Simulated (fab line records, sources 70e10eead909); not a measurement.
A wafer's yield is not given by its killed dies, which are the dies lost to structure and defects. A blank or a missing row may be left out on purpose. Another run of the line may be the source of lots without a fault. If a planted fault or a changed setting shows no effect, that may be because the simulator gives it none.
Chamber matching :: flow nandHarc :: cmp-02 running NHARC_P_CONTACT_CMP_24: 4 sister chambers
The step polishes, t overpolish 30 s, target thk 200 nm. 22 wafers are shown with their chamber, then 11 later ones without.

WAFERS PAIRED WITH THEIR CHAMBERS
wafer: L074.1
chamber: 3
motorCurrentA (A): 14.7
timeToEndpointS (s): 40.8
overpolishRunS (s): 30.008

wafer: L074.4
chamber: 2
motorCurrentA (A): 10.2
timeToEndpointS (s): 37.0
overpolishRunS (s): 29.996

wafer: L074.6
chamber: 0
motorCurrentA (A): 13.8
timeToEndpointS (s): 40.7
overpolishRunS (s): 30.011

wafer: L076.1
chamber: 3
motorCurrentA (A): 14.3
timeToEndpointS (s): 39.5
overpolishRunS (s): 29.999

wafer: L076.4
chamber: 2
motorCurrentA (A): 10.4
timeToEndpointS (s): 39.7
overpolishRunS (s): 29.998

wafer: L076.6
chamber: 2
motorCurrentA (A): 10.2
timeToEndpointS (s): 41.2
overpolishRunS (s): 30.011

wafer: L079.2
chamber: 0
motorCurrentA (A): 13.2
timeToEndpointS (s): 40.0
overpolishRunS (s): 29.982

wafer: L079.4
chamber: 2
motorCurrentA (A): 10.3
timeToEndpointS (s): 37.2
overpolishRunS (s): 30.016

wafer: L079.6
chamber: 2
motorCurrentA (A): 9.5
timeToEndpointS (s): 37.9
overpolishRunS (s): 30.002

wafer: L081.1
chamber: 0
motorCurrentA (A): 13.3
timeToEndpointS (s): 36.9
overpolishRunS (s): 30.024

wafer: L081.2
chamber: 1
motorCurrentA (A): 12.0
timeToEndpointS (s): 38.2
overpolishRunS (s): 29.994

wafer: L081.6
chamber: 2
motorCurrentA (A): 9.7
timeToEndpointS (s): 38.7
overpolishRunS (s): 29.996

wafer: L083.1
chamber: 1
motorCurrentA (A): 13.0
timeToEndpointS (s): 38.8
overpolishRunS (s): 29.989

wafer: L083.3
chamber: 3
motorCurrentA (A): 13.7
timeToEndpointS (s): 35.7
overpolishRunS (s): 29.988

wafer: L083.5
chamber: 0
motorCurrentA (A): 12.9
timeToEndpointS (s): 38.9
overpolishRunS (s): 29.987

wafer: L084.3
chamber: 2
motorCurrentA (A): 10.4
timeToEndpointS (s): 41.4
overpolishRunS (s): 29.998

wafer: L084.5
chamber: 3
motorCurrentA (A): 14.2
timeToEndpointS (s): 40.1
overpolishRunS (s): 29.992

wafer: L084.6
chamber: 0
motorCurrentA (A): 12.5
timeToEndpointS (s): 42.9
overpolishRunS (s): 29.980

wafer: L085.1
chamber: 0
motorCurrentA (A): 12.5
timeToEndpointS (s): 42.3
overpolishRunS (s): 29.997

wafer: L085.3
chamber: 1
motorCurrentA (A): 12.0
timeToEndpointS (s): 41.3
overpolishRunS (s): 29.994

wafer: L085.5
chamber: 1
motorCurrentA (A): 12.8
timeToEndpointS (s): 41.2
overpolishRunS (s): 30.009

wafer: L088.1
chamber: 2
motorCurrentA (A): 10.4
timeToEndpointS (s): 39.5
overpolishRunS (s): 30.005

SIGNATURES (means of the wafers above)
reading: motorCurrentA
chamber 0: 13.033
chamber 1: 12.450
chamber 2: 10.137
chamber 3: 14.225
scatter within a chamber: 0.438

reading: timeToEndpointS
chamber 0: 40.283
chamber 1: 39.875
chamber 2: 39.075
chamber 3: 39.025
scatter within a chamber: 1.94

reading: overpolishRunS
chamber 0: 29.99683
chamber 1: 29.99650
chamber 2: 30.00275
chamber 3: 29.99675
scatter within a chamber: 0.0115
Rule: a wafer lies at a distance from a chamber equal to the root of the sum of squares, over the readings, of (its reading less the chamber's mean, divided by the reading's scatter). If the next closest chamber is less than 2 further off than the closest, the wafer can't be placed; otherwise it belongs to the closest. The scatter: take each reading less its chamber's mean, square it, sum over the shown wafers, divide by the number of wafers less the number of chambers, and take the root.

WAFERS WHOSE CHAMBER IS MISSING
wafer: L088.3
motorCurrentA (A): 13.7
timeToEndpointS (s): 40.4
overpolishRunS (s): 30.009

wafer: L088.4
motorCurrentA (A): 13.6
timeToEndpointS (s): 39.8
overpolishRunS (s): 30.000

wafer: L091.1
motorCurrentA (A): 14.0
timeToEndpointS (s): 41.4
overpolishRunS (s): 30.008

wafer: L091.2
motorCurrentA (A): 12.5
timeToEndpointS (s): 41.1
overpolishRunS (s): 30.008

wafer: L091.3
motorCurrentA (A): 12.2
timeToEndpointS (s): 40.0
overpolishRunS (s): 30.002

wafer: L094.1
motorCurrentA (A): 12.2
timeToEndpointS (s): 40.8
overpolishRunS (s): 29.991

wafer: L094.2
motorCurrentA (A): 14.5
timeToEndpointS (s): 39.1
overpolishRunS (s): 30.015

wafer: L094.5
motorCurrentA (A): 14.3
timeToEndpointS (s): 39.4
overpolishRunS (s): 30.000

wafer: L094.3
motorCurrentA (A): 12.9
timeToEndpointS (s): 41.4
overpolishRunS (s): 29.981

wafer: L094.4
motorCurrentA (A): 9.7
timeToEndpointS (s): 40.0
overpolishRunS (s): 29.987

wafer: L094.6
motorCurrentA (A): 12.7
timeToEndpointS (s): 39.7
overpolishRunS (s): 29.989

EACH ONE'S CHAMBER
wafer: L088.3
from the rows above: can't be placed: 3 or 0 or 1
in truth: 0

wafer: L088.4
from the rows above: can't be placed: 0 or 3 or 1
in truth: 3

wafer: L091.1
from the rows above: can't be placed: 3 or 0
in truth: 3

wafer: L091.2
from the rows above: can't be placed: 1 or 0
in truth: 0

wafer: L091.3
from the rows above: can't be placed: 1 or 0
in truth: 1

wafer: L094.1
from the rows above: can't be placed: 1 or 0
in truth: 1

wafer: L094.2
from the rows above: 3
in truth: 3

wafer: L094.5
from the rows above: 3
in truth: 3

wafer: L094.3
from the rows above: can't be placed: 0 or 1
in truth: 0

wafer: L094.4
from the rows above: 2
in truth: 2

wafer: L094.6
from the rows above: can't be placed: 1 or 0
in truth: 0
3 of 11 placed correctly. Cannot be placed on the basis of these rows: 8; the candidates contain the true chamber in 8. 0 placed wrongly.
